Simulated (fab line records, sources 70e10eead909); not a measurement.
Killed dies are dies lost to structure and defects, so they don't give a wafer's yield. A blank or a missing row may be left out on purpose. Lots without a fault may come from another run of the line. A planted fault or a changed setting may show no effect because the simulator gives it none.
Chamber matching | flow nand_harc | NHARC_A_CHANNEL_HOLE_D2_ETCH_38 on rie_diel-13: 4 sister chambers
The step etches the open film in CF4, target depth 39 nm, time 65 s. 18 wafers are shown with their chamber, then 9 later ones without.

WAFERS WITH THEIR CHAMBER
wafer  | chamber | showerhead_plenum_p_Torr (Torr) | drypump_motor_current_A (A) | rf_vpp_V (V)
L075.2 | 1       | 1.78                            | 6.1                         | 151.2
L075.3 | 0       | 1.82                            | 5.9                         | 151.1
L075.5 | 3       | 1.72                            | 6.2                         | 150.5
L082.1 | 0       | 1.82                            | 5.9                         | 151.3
L082.3 | 2       | 1.66                            | 5.2                         | 149.5
L082.6 | 2       | 1.66                            | 5.2                         | 149.7
L084.2 | 0       | 1.82                            | 5.9                         | 153.1
L084.5 | 2       | 1.66                            | 5.2                         | 150.7
L084.6 | 3       | 1.71                            | 6.1                         | 151.5
L086.3 | 3       | 1.71                            | 6.2                         | 149.4
L086.4 | 0       | 1.82                            | 5.9                         | 150.5
L086.6 | 1       | 1.78                            | 6.1                         | 152.7
L089.2 | 3       | 1.71                            | 6.2                         | 150.6
L089.4 | 0       | 1.82                            | 5.9                         | 151.4
L089.5 | 3       | 1.71                            | 6.2                         | 150.5
L090.3 | 1       | 1.78                            | 6.1                         | 152.0
L090.4 | 2       | 1.66                            | 5.2                         | 148.7
L090.6 | 0       | 1.82                            | 5.9                         | 152.0

SIGNATURES (means of the wafers above)
reading                  | chamber 0 | chamber 1 | chamber 2 | chamber 3 | scatter within a chamber
showerhead_plenum_p_Torr | 1.8200    | 1.7800    | 1.6600    | 1.7120    | 0.00239
drypump_motor_current_A  | 5.900     | 6.100     | 5.200     | 6.180     | 0.0239
rf_vpp_V                 | 151.567   | 151.967   | 149.650   | 150.500   | 0.818
Rule: a wafer's distance from a chamber is the root of the sum, over the readings, of the square of ((its reading less the chamber's mean) divided by the reading's scatter). The wafer belongs to the nearest chamber; if the next one is less than 2 further off, it can't be placed. The scatter: the root of (the sum of the squares of (reading less its chamber's mean) over the shown wafers, divided by (wafers less chambers)).

WAFERS WITHOUT THEIR CHAMBER
wafer  | showerhead_plenum_p_Torr (Torr) | drypump_motor_current_A (A) | rf_vpp_V (V)
L093.2 | 1.78                            | 6.1                         | 151.9
L093.5 | 1.82                            | 5.9                         | 151.9
L093.6 | 1.71                            | 6.2                         | 149.8
L095.2 | 1.78                            | 6.1                         | 150.5
L095.4 | 1.82                            | 5.9                         | 153.1
L095.6 | 1.82                            | 5.9                         | 154.5
L096.1 | 1.71                            | 6.2                         | 151.7
L096.2 | 1.66                            | 5.2                         | 150.3
L096.3 | 1.78                            | 6.1                         | 151.9

WHICH CHAMBER EACH WENT THROUGH
wafer  | from the rows above | in truth
L093.2 | 1                   | 1
L093.5 | 0                   | 0
L093.6 | 3                   | 3
L095.2 | 1                   | 1
L095.4 | 0                   | 0
L095.6 | 0                   | 0
L096.1 | 3                   | 3
L096.2 | 2                   | 2
L096.3 | 1                   | 1
Placed correctly: 9 of 9. Can't be placed from these rows: 0. Placed wrongly: 0.
